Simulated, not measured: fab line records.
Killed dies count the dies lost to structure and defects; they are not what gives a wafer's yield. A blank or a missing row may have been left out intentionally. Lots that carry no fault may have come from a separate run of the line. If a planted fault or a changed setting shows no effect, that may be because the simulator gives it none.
fab line records	flow nandHarc	part 1 of 2: steps 1 to 4 of 6
[record] lots = 21	wafers = 63	lastDay = 33
route steps=1302 shown A_STAIRCASE@701
lots that met no fault: taken from a fault-free run of the same line
startH: hours from the record's first day to the start of the lot's first wafer shown	waitH: how many hours have passed since the lot's step before this one	" the same as in the row above	L1.1+2: a single row standing in for several wafers	- no value, or no start given	* or withheld: withheld	< > ~ a bound
route shown NAME@n: a module of which the file shows steps, and the number in the route of the first	usual: mean/standard deviation taken from wafers without a fault	same: alike in all rows	chamber/n: place in a boat	sites: each site's reading	_std_site: the standard deviation of these	_edge_site: inner sites' mean taken away from outer sites' mean	radiusMm: for every site, how far away it sits from the centre of the wafer	mask NAME#n: copy n	behind: the tool/chamber that last shaped the wafer	hold: the reason the lot was held/the length of the hold in hours/how it ended	device: the transistor (n, p or np) that didn't switch	end of line: tests run on the same wafers once the route is complete	for a step that has no rows: nothing shown but its recipe	killed: at the first sort, the dies lost to defects and structure; wafer yield is something else	map: per-die view of a wafer (x killed, . not killed, _ where there is no die)
set.NAME: the run value of the setting; set.NAME@STEP: its run value at that earlier step	model.NAME: the simulator's own value behind a step, which no gauge read
one table for each step of the route and one row for each wafer, over a sample of lots
services: when a tool's chamber went out of use (startH, in hours from the record's first day, below 0 if earlier), for how many hours, and the reason
[[steps]]
[step NHARC_A_STAIRCASE_TRIM_187]
[recipe] timeS = 211.2	o2FlowSccm = 500	arFlowSccm = 0	biasW = 0	chemistry = O2
[usual] drypumpMotorCurrentA = 5.8/0.34	oesProductAu = 1.003/0.011	rfVppV = 57.8/0.89	showerheadPlenumPTorr = 3.52/0.18	throttleValvePct = 17.035/0.0083
lot.wafer	tool	chamber	startH	waitH	drypumpMotorCurrentA	oesProductAu	rfHoursCounterH	rfVppV	showerheadPlenumPTorr	throttleValvePct
L074.2	rieDiel-01	2	343.43	0.1	5.7	1.010	29	58.3	3.30	17.034
L074.1	"	3	"	"	5.8	1.006	36	58.8	3.79	17.050
L074.4	"	0	"	"	5.4	0.979	36	57.5	3.57	17.021
L075.2	rieDiel-12	1	362.40	0.1	5.8	0.996	41	57.5	3.65	17.030
L075.6	"	1	"	"	5.8	0.990	-	56.9	3.65	17.031
L075.5	"	2	"	"	6.2	1.006	-	57.1	3.39	17.040
L076.1	rieDiel-06	0	379.01	0.1	5.6	1.000	24	59.0	3.40	17.039
L076.2	"	2	"	"	5.0	1.007	22	58.3	3.76	17.041
L076.5	"	0	"	"	5.6	1.018	-	56.6	3.40	17.051
L077.2	rieDiel-12	0	382.85	0.1	5.9	0.994	40	59.2	3.78	17.036
L077.3	"	2	"	"	6.2	1.005	49	55.4	3.39	17.034
L077.6	"	0	"	"	5.9	0.995	-	58.3	3.78	17.033
L078.1	rieDiel-06	3	394.44	0.1	5.9	1.003	24	57.3	3.42	17.031
L078.3	"	1	"	"	5.7	1.002	16	59.7	3.53	17.024
L078.5	"	3	"	"	5.9	1.007	-	58.6	3.42	17.029
L079.2	rieDiel-12	3	406.14	0.1	5.8	1.003	51	57.3	3.28	17.030
L079.5	"	1	"	"	5.8	0.999	-	57.4	3.64	17.031
L079.6	"	2	"	"	6.2	1.017	-	58.3	3.38	17.019
L080.3	rieDiel-01	1	420.39	0.1	6.4	1.013	10	57.3	3.34	17.042
L080.1	"	2	"	"	5.7	1.017	8	58.3	3.29	17.035
L080.5	"	0	"	"	5.4	1.000	-	57.2	3.56	17.030
L081.4	rieDiel-01	0	432.23	0.1	5.4	0.995	15	59.8	3.55	17.048
L081.3	"	1	"	"	6.4	0.998	13	57.4	3.34	17.034
L081.6	"	0	"	"	5.4	0.994	-	58.5	3.55	17.024
L082.1	rieDiel-01	1	432.55	0.1	6.4	1.002	13	58.1	3.34	17.038
L082.4	"	3	"	"	5.8	1.010	14	55.8	3.77	17.038
L082.6	"	2	"	"	5.7	1.007	-	56.9	3.28	17.035
L083.4	rieDiel-01	0	456.41	0.1	5.4	0.992	25	57.3	3.55	17.038
L083.2	"	1	"	"	6.4	0.996	23	56.2	3.33	17.031
L083.6	"	3	"	"	5.8	1.005	-	59.8	3.77	17.028
L085.1	rieDiel-01	1	460.31	0.1	6.4	1.014	24	56.3	3.33	17.041
L085.3	"	2	"	"	5.7	1.014	20	57.0	3.28	17.042
L085.2	"	0	"	"	5.4	1.000	26	59.0	3.55	17.032
L084.2	rieDiel-06	0	461.00	0.2	5.6	1.014	55	58.3	3.39	17.035
L084.3	"	2	"	"	5.0	1.014	46	58.6	3.75	17.035
L084.5	"	1	"	"	5.7	1.008	-	57.2	3.52	17.032
L086.3	rieDiel-12	1	476.53	0.1	5.8	0.980	5	57.3	3.64	17.041
L086.6	"	1	"	"	5.8	0.986	-	57.7	3.64	17.034
L086.5	"	2	"	"	6.2	1.017	-	57.1	3.38	17.043
L087.2	rieDiel-12	2	506.00	0.1	6.3	1.011	19	58.3	3.37	17.037
L087.1	"	0	"	"	5.9	0.997	18	57.7	3.76	17.022
L087.6	"	2	"	"	6.3	1.007	-	56.8	3.37	17.031
L088.5	rieDiel-06	1	506.76	0.1	5.7	0.987	-	57.3	3.51	17.027
L088.4	"	2	"	"	5.0	0.999	-	59.0	3.74	17.038
L088.6	"	0	"	"	5.6	1.005	-	57.5	3.38	17.038
L090.3	rieDiel-06	3	510.53	0.1	5.9	0.993	1	56.4	3.40	17.038
L090.1	"	1	"	"	5.7	0.991	8	56.2	3.51	17.039
L090.5	"	2	"	"	5.0	0.999	-	59.3	3.74	17.049
L089.1	rieDiel-01	2	510.83	0.1	5.7	1.014	39	56.8	3.27	17.036
L089.3	"	3	"	"	5.8	1.017	40	57.8	3.76	17.031
L089.6	"	2	"	"	5.7	1.018	-	57.2	3.27	17.043
L093.1	rieDiel-12	0	536.60	0.1	5.9	0.999	29	57.9	3.76	17.026
L093.3	"	1	"	"	5.8	0.982	29	57.1	3.62	17.033
L093.2	"	2	"	"	6.2	1.011	32	58.9	3.36	17.054
L094.1	rieDiel-01	3	547.80	0.1	5.8	1.021	57	57.7	3.75	17.041
L094.2	"	0	"	"	5.4	0.997	48	56.6	3.54	17.024
L094.4	"	1	"	"	6.3	1.013	55	57.6	3.32	17.050
L095.3	rieDiel-12	3	554.53	0.1	5.8	1.017	31	57.3	3.79	17.039
L095.2	"	0	"	"	5.9	0.982	35	58.3	3.75	17.026
L095.6	"	2	"	"	6.2	1.005	-	57.8	3.36	17.043
L097.3	rieDiel-06	2	577.23	0.1	5.0	0.992	30	59.3	3.73	17.037
L097.2	"	0	"	"	5.6	1.021	31	57.3	3.37	17.022
L097.6	"	2	"	"	5.0	0.993	-	60.0	3.73	17.036
[step NHARC_A_STAIRCASE_TRIM_191]
[recipe] timeS = 211.2	o2FlowSccm = 500	arFlowSccm = 0	biasW = 0	chemistry = O2
[usual] drypumpMotorCurrentA = 5.8/0.31	oesProductAu = 1.004/0.011	rfVppV = 57.8/0.88	showerheadPlenumPTorr = 3.53/0.19	throttleValvePct = 17.038/0.0087
lot.wafer	tool	chamber	startH	waitH	drypumpMotorCurrentA	oesProductAu	rfHoursCounterH	rfVppV	showerheadPlenumPTorr	throttleValvePct
L074.4	rieDiel-01	3	-	-	5.8	1.000	37	59.9	3.79	17.036
L074.2	"	0	"	"	5.4	0.983	36	57.7	3.57	17.032
L074.1	"	1	"	"	6.4	1.011	42	58.2	3.35	17.036
L075.2	rieDiel-12	0	-	-	5.9	0.992	34	58.6	3.79	17.049
L075.6	"	2	"	"	6.2	0.994	-	57.5	3.39	17.031
L075.5	"	3	"	"	5.8	1.010	-	56.7	3.28	17.049
L076.2	rieDiel-06	1	-	-	5.7	0.991	12	58.0	3.53	17.029
L076.1	"	2	"	"	5.0	0.997	22	59.3	3.76	17.038
L076.5	"	0	"	"	5.6	1.007	-	58.2	3.40	17.039
L077.3	rieDiel-12	3	-	-	5.8	1.006	42	56.4	3.28	17.036
L077.2	"	0	"	"	5.9	0.989	41	58.0	3.78	17.045
L077.6	"	0	"	"	5.9	0.982	-	58.2	3.78	17.052
L078.3	rieDiel-06	1	-	-	5.7	1.012	16	57.9	3.53	17.037
L078.1	"	3	"	"	5.9	1.015	24	57.3	3.42	17.035
L078.5	"	1	"	"	5.7	1.002	-	58.3	3.53	17.027
L079.2	rieDiel-12	3	-	-	5.8	1.004	51	57.6	3.28	17.043
L079.6	"	1	"	"	5.8	0.984	-	59.4	3.64	17.037
L079.5	"	2	"	"	6.2	1.005	-	56.6	3.39	17.040
L080.3	rieDiel-01	3	-	-	5.8	1.014	12	56.9	3.77	17.057
L080.1	"	0	"	"	5.4	0.989	12	57.5	3.55	17.048
L080.5	"	3	"	"	5.8	1.015	-	57.4	3.77	17.039
L081.4	rieDiel-01	0	-	-	5.4	0.990	15	58.4	3.55	17.037
L081.3	"	1	"	"	6.4	1.008	13	58.3	3.34	17.035
L081.6	"	3	"	"	5.8	1.009	-	57.8	3.77	17.052
L082.4	rieDiel-01	3	-	-	5.8	0.997	15	58.3	3.77	17.047
L082.1	"	2	"	"	5.7	1.003	12	56.7	3.28	17.042
L082.6	"	0	"	"	5.4	0.981	-	58.8	3.55	17.030
L083.2	rieDiel-01	0	-	-	5.4	0.996	25	56.7	3.55	17.040
L083.4	"	2	"	"	5.7	1.017	19	56.3	3.28	17.035
L083.6	"	1	"	"	6.4	1.010	-	57.4	3.33	17.049
L085.3	rieDiel-01	3	-	-	5.8	1.018	23	59.0	3.77	17.026
L085.1	"	0	"	"	5.4	0.989	26	57.8	3.55	17.036
L085.2	"	1	"	"	6.4	1.004	24	57.2	3.33	17.041
L084.3	rieDiel-06	3	-	-	5.9	1.011	47	57.6	3.40	17.029
L084.2	"	0	"	"	5.6	1.012	55	56.0	3.39	17.054
L084.5	"	0	"	"	5.6	1.010	-	56.9	3.39	17.038
L086.3	rieDiel-12	2	-	-	6.2	1.023	6	58.1	3.38	17.052
L086.5	"	1	"	"	5.8	0.995	-	58.4	3.64	17.061
L086.6	"	2	"	"	6.2	1.014	-	57.6	3.38	17.025
L087.2	rieDiel-12	0	-	-	5.9	0.990	18	58.9	3.76	17.039
L087.1	"	1	"	"	5.8	0.980	18	58.1	3.63	17.042
L087.6	"	3	"	"	5.8	1.016	-	59.4	3.80	17.030
L088.6	rieDiel-06	0	-	-	5.6	1.005	-	57.1	3.38	17.031
L088.4	"	1	"	"	5.7	0.996	-	58.9	3.51	17.033
L088.5	"	2	"	"	5.0	0.997	-	58.1	3.74	17.035
L090.1	rieDiel-06	1	-	-	5.7	0.983	8	57.8	3.51	17.032
L090.3	"	3	"	"	5.9	0.983	1	58.2	3.40	17.032
L090.5	"	1	"	"	5.7	0.998	-	56.2	3.51	17.031
L089.1	rieDiel-01	2	-	-	5.7	1.006	40	56.3	3.27	17.043
L089.3	"	2	"	"	5.7	0.998	-	56.9	3.27	17.030
L089.6	"	3	"	"	5.8	1.014	-	57.4	3.76	17.036
L093.2	rieDiel-12	2	-	-	6.2	1.004	32	57.6	3.36	17.029
L093.3	"	0	"	"	5.9	0.990	29	58.4	3.76	17.043
L093.1	"	1	"	"	5.8	0.988	29	58.1	3.62	17.036
L094.4	rieDiel-01	1	-	-	6.4	1.013	56	58.1	3.32	17.039
L094.1	"	2	"	"	5.7	1.014	55	58.3	3.26	17.032
L094.2	"	3	"	"	5.8	1.014	57	59.2	3.75	17.056
L095.3	rieDiel-12	3	-	-	5.8	1.018	31	56.9	3.79	17.031
L095.2	"	0	"	"	5.9	0.991	35	58.0	3.75	17.035
L095.6	"	2	"	"	6.2	1.015	-	56.4	3.36	17.023
L097.3	rieDiel-06	0	-	-	5.6	1.021	31	57.3	3.37	17.045
L097.2	"	1	"	"	5.7	0.992	31	58.2	3.50	17.034
L097.6	"	1	"	"	5.7	0.991	-	58.2	3.50	17.039
[step NHARC_A_STAIRCASE_ETCH_192]
[recipe] targetDepthA = 1000	timeS = 40.5	ionEnergyEv = 400	c4f8FlowSccm = 20	o2FlowSccm = 10	arFlowSccm = withheld	rfW = 600	biasW = 1000	chemistry = C4F8/O2
[usual] oesProductAu = 0.944/0.011	rfFwdPowerW = 592/3	rfVppV = 896/6.6
lot.wafer	tool	chamber	startH	waitH	oesProductAu	rfFwdPowerW	rfHoursCounterH	rfVppV
L074.1	rieDiel-01	3	-	-	0.941	593	37	905
L074.4	"	0	"	"	0.928	590	36	898
L074.2	"	1	"	"	0.946	593	42	890
L075.2	rieDiel-12	2	-	-	0.943	595	43	890
L075.5	"	1	"	"	0.924	588	-	901
L075.6	"	2	"	"	0.938	591	-	890
L076.2	rieDiel-06	3	-	-	0.948	594	20	891
L076.1	"	2	"	"	0.948	584	22	905
L076.5	"	3	"	"	0.949	593	-	892
L077.2	rieDiel-12	0	-	-	0.928	595	41	905
L077.3	"	2	"	"	0.949	592	50	892
L077.6	"	3	"	"	0.949	590	-	886
L078.1	rieDiel-06	3	-	-	0.956	593	24	893
L078.3	"	2	"	"	0.956	585	26	903
L078.5	"	3	"	"	0.961	595	-	892
L079.2	rieDiel-12	1	-	-	0.928	591	56	900
L079.5	"	1	"	"	0.918	593	-	900
L079.6	"	2	"	"	0.963	589	-	890
L080.1	rieDiel-01	2	-	-	0.950	592	9	886
L080.3	"	0	"	"	0.951	589	12	896
L080.5	"	1	"	"	0.956	593	-	889
L081.3	rieDiel-01	0	-	-	0.940	592	15	896
L081.4	"	2	"	"	0.957	592	12	887
L081.6	"	3	"	"	0.953	598	-	905
L082.4	rieDiel-01	2	-	-	0.950	595	12	887
L082.1	"	3	"	"	0.945	595	15	904
L082.6	"	2	"	"	0.952	594	-	886
L083.4	rieDiel-01	2	-	-	0.961	592	20	888
L083.2	"	3	"	"	0.960	598	22	905
L083.6	"	1	"	"	0.943	592	-	889
L085.2	rieDiel-01	1	-	-	0.960	592	24	887
L085.1	"	2	"	"	0.960	592	20	887
L085.3	"	3	"	"	0.956	596	23	904
L084.3	rieDiel-06	2	-	-	0.951	588	46	904
L084.2	"	3	"	"	0.938	594	47	890
L084.5	"	3	"	"	0.941	593	-	892
L086.3	rieDiel-12	2	-	-	0.973	594	7	891
L086.6	"	0	"	"	0.944	592	-	904
L086.5	"	1	"	"	0.938	590	-	899
L087.1	rieDiel-12	3	-	-	0.950	595	17	905
L087.2	"	1	"	"	0.936	589	18	899
L087.6	"	3	"	"	0.956	592	-	906
L088.4	rieDiel-06	0	-	-	0.948	591	-	892
L088.6	"	1	"	"	0.934	595	-	894
L088.5	"	2	"	"	0.941	587	-	904
L090.1	rieDiel-06	1	-	-	0.924	596	9	895
L090.3	"	2	"	"	0.940	587	9	904
L090.5	"	1	"	"	0.931	594	-	895
L089.1	rieDiel-01	2	-	-	0.933	595	40	887
L089.3	"	2	"	"	0.937	590	-	886
L089.6	"	3	"	"	0.947	594	-	903
L093.1	rieDiel-12	0	-	-	0.942	594	30	905
L093.2	"	1	"	"	0.936	588	29	901
L093.3	"	2	"	"	0.952	590	32	890
L094.1	rieDiel-01	3	-	-	0.959	594	57	904
L094.2	"	0	"	"	0.962	590	48	896
L094.4	"	1	"	"	0.950	590	56	888
L095.2	rieDiel-12	2	-	-	0.966	592	37	889
L095.3	"	3	"	"	0.967	590	31	905
L095.6	"	1	"	"	0.939	589	-	899
L097.3	rieDiel-06	3	-	-	0.955	593	21	891
L097.2	"	0	"	"	0.944	594	31	891
L097.6	"	3	"	"	0.941	596	-	891
[step NHARC_A_STAIRCASE_TRIM_220]
[recipe] timeS = 211.2	o2FlowSccm = 500	arFlowSccm = 0	biasW = 0	chemistry = O2
[usual] drypumpMotorCurrentA = 5.83/0.29	oesProductAu = 1.003/0.012	rfVppV = 57.8/0.97	showerheadPlenumPTorr = 3.54/0.2	throttleValvePct = 17.036/0.0092
lot.wafer	tool	chamber	startH	waitH	drypumpMotorCurrentA	oesProductAu	rfHoursCounterH	rfVppV	showerheadPlenumPTorr	throttleValvePct
L074.4	rieDiel-01	1	347.14	0.1	6.37	0.996	42	58.0	3.35	17.046
L074.2	"	2	"	"	5.68	1.004	30	56.4	3.30	17.034
L074.1	"	3	"	"	5.79	1.003	38	57.7	3.79	17.033
L075.2	rieDiel-12	1	366.28	0.1	5.77	0.987	43	58.4	3.65	17.035
L075.6	"	2	"	"	6.24	1.002	-	58.3	3.39	17.043
L075.5	"	3	"	"	5.81	1.008	-	58.0	3.28	17.048
L076.1	rieDiel-06	1	382.98	0.1	5.70	1.010	13	57.2	3.53	17.051
L076.2	"	2	"	"	5.04	1.012	24	58.3	3.76	17.031
L076.5	"	3	"	"	5.92	1.005	-	58.2	3.42	17.029
L077.3	rieDiel-12	0	386.91	0.1	5.95	1.002	41	59.7	3.78	17.041
L077.2	"	1	"	"	5.77	0.981	49	58.1	3.65	17.037
L077.6	"	2	"	"	6.24	1.006	-	56.0	3.39	17.030
L078.3	rieDiel-01	3	398.08	0.1	5.79	1.020	2	58.3	3.78	17.020
L078.1	"	1	"	"	6.38	1.004	1	58.2	3.34	17.029
L078.5	"	3	"	"	5.80	0.998	-	57.1	3.78	17.035
L079.2	rieDiel-12	0	409.97	0.1	5.91	0.993	49	59.0	3.78	17.035
L079.5	"	3	"	"	5.82	1.006	-	57.2	3.28	17.035
L079.6	"	0	"	"	5.93	0.987	-	58.9	3.78	17.035
L080.1	rieDiel-06	3	424.06	0.1	5.95	1.008	32	57.2	3.41	17.018
L080.3	"	0	"	"	5.57	1.012	39	57.4	3.40	17.022
L080.5	"	3	"	"	5.92	1.010	-	59.7	3.41	17.015
L081.4	rieDiel-01	3	436.56	0.1	5.80	1.007	16	59.5	3.77	17.034
L081.3	"	0	"	"	5.42	0.990	16	57.9	3.55	17.033
L081.6	"	3	"	"	5.85	1.003	-	58.8	3.77	17.036
L082.1	rieDiel-12	3	436.83	0.1	5.82	1.020	61	57.5	3.27	17.029
L082.4	"	2	"	"	6.24	0.997	67	59.0	3.38	17.026
L082.6	"	0	"	"	5.92	0.995	-	58.8	3.77	17.026
L083.2	rieDiel-12	3	459.96	0.1	5.83	1.024	2	58.7	3.81	17.048
L083.4	"	1	"	"	5.77	0.994	2	57.7	3.64	17.039
L083.6	"	0	"	"	5.91	0.989	-	58.2	3.77	17.040
L085.1	rieDiel-06	0	463.89	0.1	5.59	1.007	56	56.6	3.39	17.041
L085.2	"	2	"	"	5.04	1.005	47	59.2	3.75	17.024
L085.3	"	3	"	"	5.94	1.012	47	57.5	3.40	17.025
L084.3	rieDiel-12	2	465.45	0.1	6.22	1.011	3	58.1	3.38	17.028
L084.2	"	1	"	"	5.78	0.978	3	58.8	3.64	17.040
L084.5	"	3	"	"	5.82	1.011	-	59.3	3.81	17.026
L086.3	rieDiel-01	3	480.15	0.1	5.80	1.011	31	56.9	3.76	17.041
L086.5	"	0	"	"	5.41	0.995	-	57.5	3.54	17.028
L086.6	"	1	"	"	6.39	1.008	-	56.3	3.33	17.040
L087.1	rieDiel-12	1	509.83	0.1	5.81	0.985	19	58.2	3.63	17.040
L087.2	"	2	"	"	6.19	1.015	20	57.7	3.37	17.021
L087.6	"	3	"	"	5.81	1.028	-	59.3	3.80	17.035
L088.4	rieDiel-12	2	510.83	0.1	6.19	1.014	21	57.5	3.37	17.027
L088.6	"	1	"	"	5.78	0.985	-	58.0	3.63	17.013
L088.5	"	2	"	"	6.20	1.012	-	56.7	3.37	17.041
L089.1	rieDiel-01	3	515.22	0.1	5.78	1.020	41	60.2	3.76	17.034
L089.3	"	3	"	"	5.82	1.023	-	57.3	3.76	17.027
L089.6	"	2	"	"	5.71	1.012	-	58.8	3.27	17.023
L090.3	rieDiel-12	1	515.54	0.1	5.74	0.996	21	57.9	3.63	17.033
L090.1	"	3	"	"	5.82	1.025	20	57.6	3.80	17.036
L090.5	"	0	"	"	5.92	1.000	-	57.6	3.76	17.033
L093.3	rieDiel-01	2	540.57	0.1	5.71	1.006	52	57.4	3.26	17.039
L093.2	"	3	"	"	5.82	1.015	52	58.8	3.75	17.044
L093.1	"	0	"	"	5.39	0.998	43	58.3	3.54	17.032
L094.2	rieDiel-01	2	551.76	0.1	5.70	1.010	56	59.4	3.26	17.027
L094.4	"	3	"	"	5.83	1.026	58	58.3	3.75	17.026
L094.1	"	0	"	"	5.43	1.005	49	57.3	3.54	17.038
L095.2	rieDiel-12	0	558.18	0.1	5.91	0.978	35	57.1	3.75	17.057
L095.3	"	1	"	"	5.77	0.982	36	57.6	3.62	17.046
L095.6	"	0	"	"	5.92	0.973	-	59.0	3.75	17.033
L097.3	rieDiel-01	1	583.78	0.1	6.36	1.000	5	56.9	3.31	17.039
L097.2	"	3	"	"	5.81	1.005	8	57.3	3.74	17.043
L097.6	"	1	"	"	6.37	1.011	-	58.0	3.31	17.037
